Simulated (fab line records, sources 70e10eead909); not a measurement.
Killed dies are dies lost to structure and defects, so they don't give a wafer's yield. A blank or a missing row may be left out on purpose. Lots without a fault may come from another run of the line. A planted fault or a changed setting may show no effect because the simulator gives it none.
Chamber matching | flow nand_harc | NHARC_A_STAIRCASE_DEP_151 on pecvd-02: 3 sister chambers
The step deposits SiO2, target thk 3800 nm. 14 wafers are shown with their chamber, then 7 later ones without.

WAFERS WITH THEIR CHAMBER
wafer  | chamber | heater_power_w (W)
L076.1 | 1       | 661
L076.4 | 2       | 602
L076.6 | 0       | 779
L078.1 | 1       | 723
L078.3 | 2       | 737
L078.6 | 1       | 646
L085.1 | 0       | 946
L085.3 | 1       | 698
L085.4 | 1       | 643
L088.1 | 1       | 686
L088.2 | 0       | 844
L088.4 | 1       | 667
L091.2 | 2       | 748
L091.3 | 1       | 700

SIGNATURES (means of the wafers above)
reading        | chamber 0 | chamber 1 | chamber 2 | scatter within a chamber
heater_power_w | 856.33    | 678.00    | 695.67    | 54.8
Rule: a wafer's distance from a chamber is the root of the sum, over the readings, of the square of ((its reading less the chamber's mean) divided by the reading's scatter). The wafer belongs to the nearest chamber; if the next one is less than 2 further off, it can't be placed. The scatter: the root of (the sum of the squares of (reading less its chamber's mean) over the shown wafers, divided by (wafers less chambers)).

WAFERS WITHOUT THEIR CHAMBER
wafer  | heater_power_w (W)
L091.4 | 651
L093.2 | 646
L093.3 | 866
L093.6 | 649
L097.1 | 794
L097.2 | 982
L097.5 | 641

WHICH CHAMBER EACH WENT THROUGH
wafer  | from the rows above          | in truth
L091.4 | can't be placed: 1 or 2      | 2
L093.2 | can't be placed: 1 or 2      | 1
L093.3 | 0                            | 0
L093.6 | can't be placed: 1 or 2      | 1
L097.1 | can't be placed: 0 or 2 or 1 | 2
L097.2 | 0                            | 0
L097.5 | can't be placed: 1 or 2      | 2
Placed correctly: 2 of 7. Can't be placed from these rows: 5 (the true chamber is among the candidates in 5). Placed wrongly: 0.
